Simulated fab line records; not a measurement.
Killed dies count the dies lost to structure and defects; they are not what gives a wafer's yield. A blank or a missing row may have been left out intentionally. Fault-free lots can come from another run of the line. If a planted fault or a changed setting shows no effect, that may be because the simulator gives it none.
fab line records + flow n5-finfet
record
- lots=9
- wafers=27
- last-day=20
route steps=1938 shown BEOL_M4@1111 BEOL_M12@1614 PASSIVATION@1936
lots that met no fault: from a run of the same line without faults
start-h: the number of hours between the record's first day and the start of the first shown wafer of the lot + wait-h: time in hours since the lot's previous step + " as in the row above + L1.1+2: a single row standing in for several wafers + - no value, or no start was given + * or withheld: withheld + < > ~ a bound
route shown NAME@n: a module of which the file shows steps, and the number in the route of the first + usual: mean and standard deviation over wafers with no fault + same: alike in all rows + chamber/n: place in a boat + sites: per-site readings + _std_site: standard deviation of those values + _edge_site: inner sites' mean taken away from outer sites' mean + radius-mm: how far each site lies from the wafer's centre + mask NAME#n: copy n + behind: the tool/chamber that last shaped the wafer + hold: the reason the lot was held/the length of the hold in hours/how it ended + device: which transistor (n, p or np) failed to switch + end of line: the tests these same wafers got at the end of their route + a step without rows: its recipe alone + killed: not the wafer's yield, but the dies lost to structure and defects at the first sort + map: shows each die of a wafer: x if killed, . if not, _ if none is there
set.NAME: the setting that was run; set.NAME@STEP: the one run at that earlier step + model.NAME: the simulator's own value behind a step, which no gauge read
the route's steps for a sample of lots (tables are steps, rows are wafers)
services: the hour from which a tool's chamber was out of use, counted from the record's first day as start-h (under 0 if before that day), plus the number of hours and why
## steps
# step N5_BEOL_M4_RC_MEAS_101
# usual
- DIBL_N=36.6/1.3
- DIBL_P=36.4/1.4
- IOFF_N=0.167/0.023
- IOFF_P=0.219/0.029
- ION_N=678/8.7
- ION_P=464/6.4
- SS_N=71.5/0.53
- SS_P=73.4/0.57
- VT_N=248.5/2.8
- VT_P=-249/3.1
| lot.wafer | tool      | chamber | start-h | wait-h | DIBL_N[mV/V] | DIBL_P[mV/V] | IOFF_N[nA/um] | IOFF_P[nA/um] | ION_N[uA/um] | ION_P[uA/um] | SS_N[mV/dec] | SS_P[mV/dec] | VT_N[mV] | VT_P[mV] |
|-----------|-----------|---------|---------|--------|--------------|--------------|---------------|---------------|--------------|--------------|--------------|--------------|----------|----------|
| L629.2    | prober-01 | 0       | 198.35  | 0.2    | 39.7         | 38.0         | 0.211         | 0.267         | 692          | 469          | 72.4         | 74.2         | 244.7    | -246     |
| L629.3    | "         | 0       | "       | "      | 37.9         | 35.7         | 0.180         | 0.226         | 686          | 469          | 71.0         | 73.1         | 245.5    | -248     |
| L629.6    | "         | 0       | "       | "      | 37.8         | 35.3         | 0.174         | 0.220         | 674          | 463          | 71.6         | 72.9         | 247.3    | -249     |
| L640.2    | prober-02 | 0       | 290.19  | 0.2    | 35.6         | 34.4         | 0.148         | 0.192         | 673          | 458          | 70.7         | 73.2         | 250.9    | -250     |
| L640.3    | "         | 0       | "       | "      | 36.8         | 36.1         | 0.175         | 0.229         | 687          | 468          | 71.4         | 73.6         | 248.2    | -248     |
| L640.4    | "         | 0       | "       | "      | 35.9         | 35.5         | 0.152         | 0.214         | 671          | 464          | 71.7         | 73.0         | 248.8    | -248     |
| L643.2    | prober-02 | 0       | 296.83  | 0.2    | 37.3         | 36.1         | 0.187         | 0.241         | 675          | 464          | 72.4         | 73.5         | 248.6    | -245     |
| L643.3    | "         | 0       | "       | "      | 38.8         | 38.8         | 0.219         | 0.290         | 681          | 468          | 72.3         | 75.0         | 245.4    | -244     |
| L643.5    | "         | 0       | "       | "      | 37.2         | 35.9         | 0.182         | 0.238         | 669          | 459          | 72.7         | 73.2         | 246.7    | -246     |
| L637.3    | prober-01 | 0       | 300.31  | 0.3    | 35.0         | 35.7         | 0.166         | 0.218         | 672          | 460          | 71.2         | 72.8         | 247.8    | -251     |
| L637.4    | "         | 0       | "       | "      | 37.5         | 38.7         | 0.216         | 0.273         | 671          | 466          | 71.8         | 73.4         | 248.1    | -248     |
| L637.5    | "         | 0       | "       | "      | 36.5         | 37.6         | 0.195         | 0.262         | 671          | 469          | 71.5         | 74.1         | 247.5    | -249     |
| L641.1    | prober-01 | 0       | 305.05  | 0.0    | 35.5         | 37.1         | 0.165         | 0.201         | 674          | 460          | 71.6         | 74.1         | 248.2    | -253     |
| L641.4    | "         | 0       | "       | "      | 36.0         | 38.0         | 0.177         | 0.215         | 673          | 457          | 71.8         | 74.1         | 249.4    | -253     |
| L641.6    | "         | 0       | "       | "      | 36.7         | 38.3         | 0.189         | 0.210         | 670          | 455          | 72.2         | 74.1         | 247.0    | -251     |
| L646.1    | prober-02 | 0       | 332.15  | 0.0    | 35.9         | 35.4         | 0.156         | 0.219         | 675          | 464          | 70.9         | 73.2         | 246.8    | -250     |
| L646.2    | "         | 0       | "       | "      | 35.2         | 35.2         | 0.148         | 0.225         | 681          | 472          | 70.5         | 73.5         | 249.7    | -248     |
| L646.6    | "         | 0       | "       | "      | 36.6         | 36.0         | 0.169         | 0.230         | 681          | 466          | 70.9         | 73.4         | 246.5    | -248     |
| L648.1    | prober-01 | 0       | 334.52  | 0.0    | 39.3         | 37.6         | 0.193         | 0.207         | 689          | 461          | 71.7         | 74.3         | 245.8    | -252     |
| L648.2    | "         | 0       | "       | "      | 37.9         | 37.0         | 0.165         | 0.200         | 679          | 466          | 71.7         | 73.7         | 249.2    | -253     |
| L648.3    | "         | 0       | "       | "      | 37.2         | 36.2         | 0.149         | 0.180         | 672          | 456          | 71.6         | 73.5         | 252.1    | -255     |
| L649.4    | prober-01 | 0       | 351.61  | 0.5    | 37.1         | 39.1         | 0.171         | 0.247         | 674          | 463          | 72.1         | 73.3         | 249.8    | -248     |
| L649.5    | "         | 0       | "       | "      | 37.7         | 38.4         | 0.176         | 0.233         | 675          | 465          | 72.4         | 73.7         | 250.0    | -248     |
| L649.6    | "         | 0       | "       | "      | 36.9         | 38.3         | 0.168         | 0.222         | 678          | 466          | 71.7         | 73.8         | 252.3    | -251     |
| L650.2    | prober-01 | 0       | 358.47  | 0.2    | 38.3         | 39.0         | 0.231         | 0.281         | 704          | 477          | 71.8         | 74.7         | 242.5    | -245     |
| L650.3    | "         | 0       | "       | "      | 37.2         | 36.4         | 0.193         | 0.235         | 689          | 468          | 71.3         | 74.4         | 245.3    | -249     |
| L650.6    | "         | 0       | "       | "      | 37.2         | 36.5         | 0.188         | 0.234         | 690          | 468          | 71.6         | 73.3         | 245.2    | -250     |
# step N5_BEOL_M12_INSPECT_12
# recipe
- mode=adi
- inspect-instrument=macro
# usual
- raw-defect-count=2.2/1.6
| lot.wafer | tool              | chamber | start-h | wait-h | raw-defect-count |
|-----------|-------------------|---------|---------|--------|------------------|
| L629.2    | defect-inspect-01 | -       | 271.28  | 0.0    | 1                |
| L629.3    | "                 | -       | "       | "      | 3                |
| L629.6    | "                 | -       | "       | "      | 1                |
| L640.2    | defect-inspect-02 | -       | 352.93  | 0.0    | 0                |
| L640.3    | "                 | -       | "       | "      | 3                |
| L640.4    | "                 | -       | "       | "      | 0                |
| L643.2    | defect-inspect-01 | -       | 359.22  | 0.0    | 3                |
| L643.3    | "                 | -       | "       | "      | 3                |
| L643.5    | "                 | -       | "       | "      | 2                |
| L637.3    | defect-inspect-02 | -       | 364.60  | 0.0    | 2                |
| L637.4    | "                 | -       | "       | "      | 0                |
| L637.5    | "                 | -       | "       | "      | 3                |
| L641.1    | defect-inspect-01 | -       | 371.61  | 0.0    | 0                |
| L641.4    | "                 | -       | "       | "      | 1                |
| L641.6    | "                 | -       | "       | "      | 5                |
| L646.1    | defect-inspect-02 | -       | 398.58  | 0.0    | 1                |
| L646.2    | "                 | -       | "       | "      | 1                |
| L646.6    | "                 | -       | "       | "      | 4                |
| L648.1    | defect-inspect-02 | -       | 405.14  | 0.0    | 3                |
| L648.2    | "                 | -       | "       | "      | 4                |
| L648.3    | "                 | -       | "       | "      | 1                |
| L649.4    | defect-inspect-01 | -       | 415.36  | 0.0    | 1                |
| L649.5    | "                 | -       | "       | "      | 7                |
| L649.6    | "                 | -       | "       | "      | 4                |
| L650.2    | defect-inspect-01 | -       | 432.09  | 0.0    | 0                |
| L650.3    | "                 | -       | "       | "      | 1                |
| L650.6    | "                 | -       | "       | "      | 4                |
# step N5_BEOL_M12_VIA_ETCH_16
# recipe
- chemistry=C4F8/O2/Ar
- target=SiOC
- pressure-mtorr=30
- source-w=3000
- bias-w=700
- Ar_flow_sccm=400
- C4F8_flow_sccm=15
- O2_flow_sccm=8
- he-inner-torr=15
- he-outer-torr=30
- target-depth-a=7248
- time-s=withheld
- ion-energy-ev=250
- ends=cleared
# usual
- C4F8_flow_sccm=15.00/0.047
- O2_flow_sccm=7.999/0.025
- drypump-motor-current-A=5.8/0.54
- he-outer-torr=29.99/0.057
- oes-product-au=0.70/0.064
- rf-vpp-V=665.4/2.4
- showerhead-plenum-p-Torr=3.41/0.078
- throttle-valve-pct=24.29/0.23
| lot.wafer | tool        | chamber | start-h | wait-h | C4F8_flow_sccm | O2_flow_sccm | drypump-motor-current-A | he-outer-torr | oes-product-au | rf-vpp-V | showerhead-plenum-p-Torr | throttle-valve-pct |
|-----------|-------------|---------|---------|--------|----------------|--------------|-------------------------|---------------|----------------|----------|--------------------------|--------------------|
| L629.2    | rie-diel-01 | 2       | 271.41  | 0.0    | 14.99          | 8.033        | 5.0                     | 30.02         | 0.83           | 666.6    | 3.49                     | 23.87              |
| L629.3    | "           | 1       | "       | "      | 15.02          | 8.013        | 5.7                     | 30.00         | 0.66           | 665.7    | 3.39                     | 24.42              |
| L629.6    | "           | 2       | "       | "      | 15.04          | 8.037        | 5.0                     | 29.98         | 0.84           | 667.9    | 3.49                     | 23.85              |
| L640.2    | rie-diel-01 | 3       | 353.05  | 0.0    | 14.96          | 7.930        | 5.2                     | 30.13         | 0.64           | 665.2    | 3.39                     | 24.58              |
| L640.3    | "           | 0       | "       | "      | 15.02          | 8.037        | 6.5                     | 29.84         | 0.70           | 662.0    | 3.32                     | 24.24              |
| L640.4    | "           | 1       | "       | "      | 15.09          | 8.014        | 5.6                     | 30.01         | 0.63           | 663.2    | 3.38                     | 24.47              |
| L643.2    | rie-diel-04 | 3       | 359.34  | 0.0    | 15.02          | 7.992        | 5.5                     | 29.98         | 0.75           | 666.1    | 3.47                     | 24.22              |
| L643.3    | "           | 1       | "       | "      | 14.97          | 8.010        | 6.3                     | 29.97         | 0.77           | 663.1    | 3.33                     | 24.04              |
| L643.5    | "           | 0       | "       | "      | 15.07          | 7.988        | 6.2                     | 29.98         | 0.75           | 666.3    | 3.47                     | 24.04              |
| L637.3    | rie-diel-01 | 2       | 364.72  | 0.0    | 15.06          | 8.050        | 5.0                     | 30.06         | 0.79           | 666.3    | 3.48                     | 23.89              |
| L637.4    | "           | 3       | "       | "      | 14.95          | 7.964        | 5.2                     | 30.05         | 0.64           | 665.2    | 3.39                     | 24.57              |
| L637.5    | "           | 3       | "       | "      | 15.00          | 7.982        | 5.2                     | 30.08         | 0.65           | 666.3    | 3.39                     | 24.57              |
| L641.1    | rie-diel-04 | 2       | 371.73  | 0.0    | 15.07          | 7.988        | 5.6                     | 29.95         | 0.60           | 665.4    | 3.38                     | 24.62              |
| L641.4    | "           | 1       | "       | "      | 15.00          | 7.982        | 6.3                     | 29.87         | 0.77           | 663.6    | 3.33                     | 24.05              |
| L641.6    | "           | 0       | "       | "      | 14.95          | 8.012        | 6.2                     | 29.95         | 0.75           | 667.3    | 3.47                     | 24.05              |
| L646.1    | rie-diel-04 | 0       | 398.89  | 0.0    | 14.92          | 7.981        | 6.2                     | 30.02         | 0.74           | 666.4    | 3.46                     | 24.04              |
| L646.2    | "           | 2       | "       | "      | 15.05          | 7.987        | 5.6                     | 30.05         | 0.59           | 662.9    | 3.38                     | 24.64              |
| L646.6    | "           | 3       | "       | "      | 15.04          | 7.980        | 5.6                     | 30.00         | 0.73           | 667.5    | 3.46                     | 24.25              |
| L648.1    | rie-diel-01 | 2       | 405.27  | 0.0    | 14.99          | 8.014        | 5.0                     | 29.96         | 0.77           | 666.2    | 3.47                     | 23.91              |
| L648.2    | "           | 0       | "       | "      | 15.05          | 7.982        | 6.5                     | 29.91         | 0.70           | 660.7    | 3.31                     | 24.27              |
| L648.3    | "           | 1       | "       | "      | 14.98          | 8.038        | 5.7                     | 29.95         | 0.64           | 664.1    | 3.37                     | 24.48              |
| L649.4    | rie-diel-01 | 2       | 415.62  | 0.1    | 14.99          | 8.003        | 5.0                     | 29.99         | 0.76           | 667.1    | 3.47                     | 23.91              |
| L649.5    | "           | 0       | "       | "      | 15.01          | 7.994        | 6.5                     | 30.03         | 0.69           | 660.7    | 3.31                     | 24.28              |
| L649.6    | "           | 3       | "       | "      | 15.02          | 8.030        | 5.2                     | 29.98         | 0.62           | 662.8    | 3.38                     | 24.60              |
| L650.2    | rie-diel-01 | 3       | 432.62  | 0.0    | 14.97          | 8.002        | 5.2                     | 29.96         | 0.62           | 664.9    | 3.38                     | 24.59              |
| L650.3    | "           | 0       | "       | "      | 14.97          | 8.015        | 6.5                     | 30.01         | 0.69           | 661.9    | 3.30                     | 24.29              |
| L650.6    | "           | 3       | "       | "      | 14.97          | 7.986        | 5.2                     | 29.94         | 0.62           | 665.7    | 3.38                     | 24.60              |
# step N5_BEOL_M12_INSPECT_30
# recipe
- mode=adi
- inspect-instrument=macro
# usual
- raw-defect-count=2.2/1.5
| lot.wafer | tool              | chamber | start-h | wait-h | raw-defect-count |
|-----------|-------------------|---------|---------|--------|------------------|
| L629.2    | defect-inspect-02 | -       | 272.20  | 0.0    | 1                |
| L629.3    | "                 | -       | "       | "      | 2                |
| L629.6    | "                 | -       | "       | "      | 3                |
| L640.2    | defect-inspect-02 | -       | 353.84  | 0.0    | 1                |
| L640.3    | "                 | -       | "       | "      | 3                |
| L640.4    | "                 | -       | "       | "      | 2                |
| L643.2    | defect-inspect-01 | -       | 360.14  | 0.0    | 1                |
| L643.3    | "                 | -       | "       | "      | 2                |
| L643.5    | "                 | -       | "       | "      | 2                |
| L637.3    | defect-inspect-02 | -       | 365.64  | 0.0    | 1                |
| L637.4    | "                 | -       | "       | "      | 1                |
| L637.5    | "                 | -       | "       | "      | 1                |
| L641.1    | defect-inspect-02 | -       | 372.65  | 0.0    | 2                |
| L641.4    | "                 | -       | "       | "      | 3                |
| L641.6    | "                 | -       | "       | "      | 4                |
| L646.1    | defect-inspect-02 | -       | 399.88  | 0.0    | 2                |
| L646.2    | "                 | -       | "       | "      | 1                |
| L646.6    | "                 | -       | "       | "      | 2                |
| L648.1    | defect-inspect-02 | -       | 406.18  | 0.0    | 2                |
| L648.2    | "                 | -       | "       | "      | 0                |
| L648.3    | "                 | -       | "       | "      | 3                |
| L649.4    | defect-inspect-02 | -       | 416.33  | 0.0    | 1                |
| L649.5    | "                 | -       | "       | "      | 4                |
| L649.6    | "                 | -       | "       | "      | 6                |
| L650.2    | defect-inspect-01 | -       | 433.41  | 0.0    | 1                |
| L650.3    | "                 | -       | "       | "      | 1                |
| L650.6    | "                 | -       | "       | "      | 2                |
# step N5_BEOL_M12_ETCH_67
# recipe
- chemistry=CF4
- target=SiARC
- target-depth-a=1430
- time-s=238.3
- ion-energy-ev=80
- pressure-mtorr=40
- source-w=545
- bias-w=36
- Ar_flow_sccm=100
- cf4-flow-sccm=100
- ends=cleared
# usual
- bias-w=36.00/0.097
- cf4-flow-sccm=99.99/0.26
- drypump-motor-current-A=5.8/0.51
- etch-rf-on-time-s=239.0/2.9
- oes-product-au=0.67/0.065
- rf-vpp-V=184.0/1
- showerhead-plenum-p-Torr=2.14/0.051
- throttle-valve-pct=15.66/0.24
| lot.wafer | tool        | chamber | start-h | wait-h | bias-w | cf4-flow-sccm | drypump-motor-current-A | etch-rf-on-time-s | oes-product-au | rf-hours-counter-h | rf-vpp-V | showerhead-plenum-p-Torr | throttle-valve-pct |
|-----------|-------------|---------|---------|--------|--------|---------------|-------------------------|-------------------|----------------|--------------------|----------|--------------------------|--------------------|
| L629.2    | rie-diel-05 | 0       | 272.27  | 0.0    | 35.92  | 99.65         | 5.7                     | 239.2             | 0.67           | 104                | 186.8    | 2.25                     | 15.73              |
| L629.3    | "           | 3       | "       | "      | 35.80  | 100.24        | 6.0                     | 234.9             | 0.68           | 122                | 183.5    | 2.07                     | 15.82              |
| L629.6    | "           | 0       | "       | "      | 36.20  | 100.02        | 5.7                     | 239.8             | 0.66           | -                  | 185.4    | 2.25                     | 15.73              |
| L640.2    | rie-diel-01 | 2       | 353.92  | 0.0    | -      | -             | -                       | -                 | -              | -                  | -        | -                        | -                  |
| L640.3    | "           | 3       | "       | "      | -      | -             | -                       | -                 | -              | -                  | -        | -                        | -                  |
| L640.4    | "           | 0       | "       | "      | -      | -             | -                       | -                 | -              | -                  | -        | -                        | -                  |
| L643.2    | rie-diel-01 | 3       | 360.20  | 0.0    | -      | -             | -                       | -                 | -              | -                  | -        | -                        | -                  |
| L643.3    | "           | 2       | "       | "      | -      | -             | -                       | -                 | -              | -                  | -        | -                        | -                  |
| L643.5    | "           | 0       | "       | "      | -      | -             | -                       | -                 | -              | -                  | -        | -                        | -                  |
| L637.3    | rie-diel-01 | 3       | 366.02  | 0.0    | -      | -             | -                       | -                 | -              | -                  | -        | -                        | -                  |
| L637.4    | "           | 1       | "       | "      | -      | -             | -                       | -                 | -              | -                  | -        | -                        | -                  |
| L637.5    | "           | 2       | "       | "      | -      | -             | -                       | -                 | -              | -                  | -        | -                        | -                  |
| L641.1    | rie-diel-01 | 0       | 372.72  | 0.0    | 35.98  | 99.94         | 6.5                     | 244.6             | 0.66           | 121                | 183.7    | 2.07                     | 15.61              |
| L641.4    | "           | 2       | "       | "      | 36.13  | 100.42        | 5.0                     | 238.6             | 0.74           | 51                 | 183.2    | 2.17                     | 15.27              |
| L641.6    | "           | 0       | "       | "      | 35.86  | 100.10        | 6.5                     | 243.8             | 0.66           | -                  | 185.0    | 2.07                     | 15.62              |
| L646.1    | rie-diel-01 | 1       | 399.95  | 0.0    | 36.12  | 100.20        | 5.7                     | 240.3             | 0.60           | 247                | 183.4    | 2.11                     | 15.95              |
| L646.2    | "           | 2       | "       | "      | 36.00  | 99.85         | 5.0                     | 237.2             | 0.72           | 60                 | 184.9    | 2.17                     | 15.31              |
| L646.6    | "           | 3       | "       | "      | 35.84  | 100.05        | 5.2                     | 236.8             | 0.60           | -                  | 184.2    | 2.12                     | 16.01              |
| L648.1    | rie-diel-01 | 2       | 406.40  | 0.0    | 35.84  | 100.30        | 5.0                     | 236.0             | 0.72           | 63                 | 183.3    | 2.17                     | 15.30              |
| L648.2    | "           | 1       | "       | "      | 35.97  | 100.53        | 5.6                     | 238.3             | 0.59           | 250                | 182.8    | 2.11                     | 15.95              |
| L648.3    | "           | 3       | "       | "      | 35.99  | 99.56         | 5.2                     | 237.8             | 0.60           | 210                | 184.2    | 2.12                     | 16.03              |
| L649.4    | rie-diel-04 | 1       | 417.37  | 0.1    | 36.05  | 99.98         | 6.2                     | 239.6             | 0.71           | -                  | 184.2    | 2.08                     | 15.46              |
| L649.5    | "           | 0       | "       | "      | 36.05  | 99.78         | 6.2                     | 242.6             | 0.69           | -                  | 184.4    | 2.17                     | 15.46              |
| L649.6    | "           | 3       | "       | "      | 35.98  | 99.79         | 5.5                     | 242.8             | 0.69           | -                  | 184.1    | 2.17                     | 15.63              |
| L650.2    | rie-diel-01 | 2       | 433.70  | 0.0    | 36.24  | 99.95         | 5.0                     | 234.4             | 0.71           | 76                 | 184.8    | 2.17                     | 15.33              |
| L650.3    | "           | 0       | "       | "      | 35.92  | 99.75         | 6.5                     | 242.7             | 0.64           | 148                | 183.8    | 2.06                     | 15.66              |
| L650.6    | "           | 1       | "       | "      | 36.16  | 99.98         | 5.7                     | 233.9             | 0.85           | -                  | 183.0    | 2.11                     | 15.46              |
# step N5_BEOL_M12_OCD_MEAS_35
# usual
- trench-depth-nm=318/4.1
| lot.wafer | tool   | chamber | start-h | wait-h | trench-depth-nm |
|-----------|--------|---------|---------|--------|-----------------|
| L629.2    | ocd-01 | -       | 272.75  | 0.0    | 317             |
| L629.3    | "      | -       | "       | "      | 320             |
| L629.6    | "      | -       | "       | "      | 317             |
| L640.2    | ocd-01 | -       | 354.41  | 0.0    | -               |
| L640.3    | "      | -       | "       | "      | -               |
| L640.4    | "      | -       | "       | "      | -               |
| L643.2    | ocd-01 | -       | 360.69  | 0.0    | -               |
| L643.3    | "      | -       | "       | "      | -               |
| L643.5    | "      | -       | "       | "      | -               |
| L637.3    | ocd-02 | -       | 366.51  | 0.0    | -               |
| L637.4    | "      | -       | "       | "      | -               |
| L637.5    | "      | -       | "       | "      | -               |
| L641.1    | ocd-01 | -       | 373.20  | 0.0    | 321             |
| L641.4    | "      | -       | "       | "      | 325             |
| L641.6    | "      | -       | "       | "      | 319             |
| L646.1    | ocd-02 | -       | 400.43  | 0.0    | 316             |
| L646.2    | "      | -       | "       | "      | 322             |
| L646.6    | "      | -       | "       | "      | 311             |
| L648.1    | ocd-01 | -       | 406.88  | 0.0    | 319             |
| L648.2    | "      | -       | "       | "      | 317             |
| L648.3    | "      | -       | "       | "      | 312             |
| L649.4    | ocd-01 | -       | 417.79  | 0.0    | 320             |
| L649.5    | "      | -       | "       | "      | 316             |
| L649.6    | "      | -       | "       | "      | 319             |
| L650.2    | ocd-02 | -       | 434.18  | 0.0    | 321             |
| L650.3    | "      | -       | "       | "      | 317             |
| L650.6    | "      | -       | "       | "      | 323             |
# step N5_PASSIVATION_PROBE_49
# usual
- defect-limited-yield=91.6/1.6
- killed_at_M0_to_M3=32/9.7
- killed_at_M4_up=13/4.4
- killed-at-contacts=12/6.5
- killed-at-front-end=38/12
- killed-at-other=3.7/3
- killed-dies=99/18
- killed-on-rim=13/3.9
- killed-open=66/14
- killed-short=32/7.5
- sort_bin_5_function=4.9/1
- sort_bin_6_memory=3.2/0.73
- sort-n-pass=1081/18
- sort-yield-pct=91.6/1.6
# same
- gross-dies=1180
- killed-at-back-side=0
- sort_bin_4_leakage[%]=0
- sort_bin_8_speed[%]=0
| lot.wafer | tool      | chamber | start-h | wait-h | defect-limited-yield[%] | killed_at_M0_to_M3 | killed_at_M4_up | killed-at-contacts | killed-at-front-end | killed-at-other | killed-dies | killed-on-rim | killed-open | killed-short | sort_bin_5_function[%] | sort_bin_6_memory[%] | sort-n-pass | sort-yield-pct[%] |
|-----------|-----------|---------|---------|--------|-------------------------|--------------------|-----------------|--------------------|---------------------|-----------------|-------------|---------------|-------------|--------------|------------------------|----------------------|-------------|-------------------|
| L640.2    | prober-01 | -       | 389.96  | 0.1    | 0                       | 33                 | 1096            | 10                 | 39                  | 2               | 1180        | 152           | 76          | 27           | 95.3                   | 4.5                  | 0           | 0                 |
| L640.3    | prober-01 | -       | 390.01  | 0.1    | 0                       | 22                 | 1119            | 7                  | 30                  | 2               | 1180        | 152           | 48          | 19           | 97.7                   | 2.0                  | 0           | 0                 |
| L640.4    | prober-01 | -       | 390.06  | 0.2    | 0                       | 43                 | 1092            | 16                 | 23                  | 6               | 1180        | 152           | 71          | 21           | 96.4                   | 3.2                  | 0           | 0                 |
| L643.2    | prober-01 | -       | 403.24  | 0.1    | 0                       | 54                 | 1060            | 15                 | 51                  | 0               | 1180        | 152           | 84          | 45           | 95.3                   | 4.4                  | 0           | 0                 |
| L643.3    | prober-01 | -       | 403.29  | 0.1    | 0                       | 26                 | 1105            | 10                 | 39                  | 0               | 1180        | 152           | 58          | 25           | 97.0                   | 2.7                  | 0           | 0                 |
| L643.5    | prober-01 | -       | 403.39  | 0.2    | 0                       | 33                 | 1092            | 19                 | 35                  | 1               | 1180        | 152           | 66          | 32           | 96.3                   | 3.6                  | 0           | 0                 |
| L637.3    | prober-02 | -       | 408.41  | 0.1    | 0                       | 31                 | 1120            | 2                  | 25                  | 2               | 1180        | 152           | 53          | 21           | 97.8                   | 1.9                  | 0           | 0                 |
| L637.4    | prober-02 | -       | 408.46  | 0.2    | 0                       | 24                 | 1101            | 16                 | 27                  | 12              | 1180        | 152           | 65          | 28           | 96.7                   | 3.1                  | 0           | 0                 |
| L637.5    | prober-02 | -       | 408.51  | 0.2    | 0                       | 20                 | 1128            | 7                  | 19                  | 6               | 1180        | 152           | 37          | 23           | 98.2                   | 1.8                  | 0           | 0                 |
# killed by level:class
L640.2 BEOL_M12:area-etch=1077 BEOL_M2:geometric-particle:open=11 FIN_SAQP:geometric-particle:open=10 MOL_CONTACT_COAG:geometric-particle:open=10 BEOL_M4:geometric-particle:open=10 STI_FIN_REVEAL:geometric-particle:open=6 GATE_CUT:geometric-particle:short=6 BEOL_M0_SAQP:geometric-particle:short=5
L640.3 BEOL_M12:area-etch=1113 FIN_SAQP:geometric-particle:short=8 BEOL_M1:geometric-particle:open=7 FIN_SAQP:geometric-particle:open=5 MOL_CONTACT_COAG:geometric-particle:open=5 BEOL_M0_SAQP:geometric-particle:open=5 DUMMY_GATE:geometric-particle:open=4 STI_FIN_REVEAL:geometric-particle:open=4
L640.4 BEOL_M12:area-etch=1088 BEOL_M1:geometric-particle:open=16 MOL_CONTACT_COAG:geometric-particle:open=14 BEOL_M2:geometric-particle:open=7 STI_FIN_REVEAL:geometric-particle:open=7 BEOL_M0_SAQP:geometric-particle:open=6 BEOL_M0_SAQP:geometric-particle:short=5 FIN_SAQP:geometric-particle:open=4
L643.2 BEOL_M12:area-etch=1050 BEOL_M0_SAQP:geometric-particle:open=16 STI_FIN_REVEAL:geometric-particle:open=15 BEOL_M0_SAQP:geometric-particle:short=14 FIN_SAQP:geometric-particle:short=13 MOL_CONTACT_COAG:geometric-particle:open=12 FIN_SAQP:geometric-particle:open=8 BEOL_M3:geometric-particle:open=6
L643.3 BEOL_M12:area-etch=1096 FIN_SAQP:geometric-particle:open=17 MOL_CONTACT_COAG:geometric-particle:open=9 BEOL_M0_SAQP:geometric-particle:short=9 FIN_SAQP:geometric-particle:short=8 BEOL_M0_SAQP:geometric-particle:open=6 BEOL_M3:geometric-particle:open=5 STI_FIN_REVEAL:geometric-particle:open=4
L643.5 BEOL_M12:area-etch=1081 MOL_CONTACT_COAG:geometric-particle:open=18 BEOL_M3:geometric-particle:open=12 FIN_SAQP:geometric-particle:open=8 BEOL_M0_SAQP:geometric-particle:short=7 FIN_SAQP:geometric-particle:short=6 BEOL_M0_SAQP:geometric-particle:open=6 DUMMY_GATE:geometric-particle:open=4
L637.3 BEOL_M12:area-etch=1104 BEOL_M3:geometric-particle:open=13 BEOL_M1:geometric-particle:open=6 BEOL_M4:geometric-particle:open=5 GATE_CUT:geometric-particle:open=4 BEOL_M3:geometric-particle:short=4 FIN_SAQP:geometric-particle:short=3 FIN_SAQP:geometric-particle:open=3
L637.4 BEOL_M12:area-etch=1085 MOL_CONTACT_COAG:geometric-particle:open=12 BEOL_M3:geometric-particle:open=10 DUMMY_GATE:geometric-particle:open=5 MIM_TOP_ETCH:geometric-particle:open=5 BEOL_M1:geometric-particle:open=5 PASS1_CAP:geometric-particle:short=5 BEOL_M3:geometric-particle:short=4
L637.5 BEOL_M12:area-etch=1117 BEOL_M2:geometric-particle:open=8 STI_FIN_REVEAL:geometric-particle:open=4 MOL_CONTACT_COAG:geometric-particle:open=4 BEOL_M4:geometric-particle:open=4 STARTING-WAFER:geometric-particle:short=4 MOL_CONTACT_COAG:geometric-particle:short=3 BEOL_M0_SAQP:geometric-particle:short=3
## services
| tool        | chamber | start-h | hours | kind                          |
|-------------|---------|---------|-------|-------------------------------|
| rie-diel-04 | 2       | 287.32  | 7.5   | repair                        |
| rie-diel-04 | 2       | 308.08  | 5.8   | repair                        |
| rie-diel-05 | 2       | 313.06  | 5.9   | repair                        |
| rie-diel-04 | 2       | 326.28  | 1.8   | repair                        |
| rie-diel-05 | 2       | 352.26  | -     | clean                         |
| rie-diel-05 | 2       | 352.26  | -     | consumable-replace:focus-ring |
| rie-diel-05 | 2       | 352.26  | 21.1  | scheduled-down                |
| rie-diel-05 | 2       | 352.26  | 21.1  | vent-cycle                    |
| rie-diel-04 | 2       | 401.84  | -     | clean                         |
| rie-diel-04 | 2       | 401.84  | -     | consumable-replace:focus-ring |
| rie-diel-04 | 2       | 401.84  | 26.5  | scheduled-down                |
| rie-diel-04 | 2       | 401.84  | 26.5  | vent-cycle                    |
| rie-diel-01 | 1       | 406.85  | -     | clean                         |
| rie-diel-01 | 1       | 406.85  | -     | consumable-replace:focus-ring |
| rie-diel-05 | -       | 414.47  | 4.0   | pm                            |
| rie-diel-05 | -       | 418.47  | 2.8   | pm                            |
| rie-diel-05 | 0       | 428.66  | 5.9   | repair                        |
| rie-diel-04 | -       | 430.76  | 2.8   | pm                            |
## key
first-sign
- step=N5_BEOL_M12_ETCH_67
- reading=tool-record
- direction=missing
effect
- step=N5_BEOL_M12_OCD_MEAS_35
- reading=trench-depth-nm
- direction=missing
effect
- step=N5_PASSIVATION_PROBE_49
- reading=killed_at_M4_up
- direction=up
- sigmas=99+
- usual=13
- struck=1101
more-kills-born-at
- N5_BEOL_M12_ETCH_67@rie-diel-01=9811
met-at N5_BEOL_M12_ETCH_67
struck-lots L637,L640,L643
later-rows-left-out L637.3,L637.4,L637.5,L640.2,L640.3,L640.4,L643.2,L643.3,L643.5
not-acting-at N5_BEOL_M12_INSPECT_12,N5_BEOL_M12_VIA_ETCH_16,N5_BEOL_M12_INSPECT_30
fault
- kind=skipped-step-whole
- tool=rie-diel-01
- chamber=-
- onset-h=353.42
- steps=N5_BEOL_M12_ETCH_67
- scope=struck-lots-only
# later-rows-left-out: the simulator's readings of these wafers behind a module that went badly wrong aren't trusted and aren't shown, but for the sort
